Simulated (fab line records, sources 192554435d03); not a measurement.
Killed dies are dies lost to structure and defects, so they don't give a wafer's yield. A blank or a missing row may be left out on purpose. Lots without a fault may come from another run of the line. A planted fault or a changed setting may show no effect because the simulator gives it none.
A struck lot beside a sound one | flow n5_finfet | 14 steps out of a route of 1938
Sound: wafers L502.2, L502.4, L502.6. Struck: wafers L508.1, L508.3, L508.4. The cause comes at the end.
At each step with rows: each side's tool, then ch and its chambers, then its first start. Under that, the readings that differ: sound wafers | struck wafers | difference of the means | sigmas: that difference in standard deviations of wafers without a fault.
alike: readings whose means differ by less than 2 such deviations, and words and numbers that are the same on both sides. not compared: withheld readings, readings that some wafer has no value for, bounds like >300 that may hide the same value, and numbers for which the record gives no deviation and whose values overlap.
The two part at a step that has a row with sigmas, a row that says differs or no value, or rows on one side only. Numbers that don't overlap but have no deviation are shown without sigmas and don't part them. A reading that every wafer of one side lacks parts them only if that side has two wafers or more.

first, 11 steps without rows for these wafers: N5_MOL_CONTACT_COAG_DESCUM_13 (chemistry O2, time 7 s); N5_MOL_CONTACT_COAG_ETCH_59 (etches underlayer in N2/H2, target depth 13 nm, time 10.4 s); N5_MOL_CONTACT_COAG_ETCH_105 (etches SiARC in CF4, target depth 15.6 nm, time 26 s); N5_MOL_CONTACT_COAG_ETCH_106 (etches SOC in N2/H2, target depth 80 nm, overetch 16 nm, time 120 s); N5_MOL_CONTACT_COAG_STRIP_107 (strips in N2/H2); N5_MOL_CONTACT_COAG_STRIP_108 (strips in N2/H2); N5_MOL_CONTACT_COAG_CONTACT_ETCH_14 (etches SiO2 in C4F6/O2, target depth 27.5 nm, overetch 8.5 nm, time 20 s); N5_MOL_CONTACT_COAG_STRIP_109 (strips in C4F6/O2); N5_MOL_CONTACT_COAG_ETCH_15 (etches SiNx in CH3F/O2, stops on Si:P, target depth 7 nm); N5_MOL_CONTACT_COAG_ETCH_110 (etches Si in CF4/O2, target depth 2.5 nm, time 8 s); N5_MOL_CONTACT_COAG_STRIP_98 (strips in N2/H2).
N5_MOL_CONTACT_COAG_IMPLANT_129:
  sound on implanter-02 ch 0, day 6 07:33; struck on implanter-02 ch 0, day 7 20:26
  reading                          | sound                 | struck                    | difference | sigmas
  beam_energy_keV                  | 2.9989 2.9973 2.9971  | 7.4152 7.4155 7.4152      | +4.4175    | +99 or more
  end_station_pressure_torr (Torr) | 5.8e-06 6.3e-06 6e-06 | 1.1e-05 1.09e-05 1.12e-05 | +5.0e-06   | +15
  model.implant.rp_nm (nm)         | 6.283 6.283 6.283     | 10.34 10.34 10.34         | +4.06      |
  model.implant.drp_nm (nm)        | 2.134 2.134 2.134     | 3.767 3.767 3.767         | +1.633     |
  alike: rotation_deg
then, 1 step without rows for these wafers: N5_MOL_CONTACT_COAG_PRECLEAN_111 (cleans in NF3:NH3, afs cycles 1, time 20 s, sublimation time 60 s).
-- the record jumps here: 4 days lie between the struck wafers' starts before and after (it left off in module MOL_CONTACT_COAG and takes up again in module BEOL_M4, whose first step shown is number 1111 of the route) --
N5_BEOL_M4_RC_MEAS_101:
  sound on prober-01 ch 0, day 9 21:11; struck on prober-01 ch 0, day 11 13:49
  reading       | sound          | struck         | difference | sigmas
  SS_P (mV/dec) | 72.7 72.4 72.7 | 73.7 74.1 74.1 | +1.4       | +2
  alike: DIBL_N, DIBL_P, IOFF_N, IOFF_P, ION_N, ION_P, SS_N, VT_N, VT_P

WHERE THEY PART
First at N5_MOL_CONTACT_COAG_IMPLANT_129; last, within this record, at N5_BEOL_M4_RC_MEAS_101.

WHY: what the simulator had put in
Process parameter drift: implanter-02, from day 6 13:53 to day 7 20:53, at N5_MOL_CONTACT_COAG_IMPLANT_129. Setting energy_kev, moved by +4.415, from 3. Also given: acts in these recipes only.
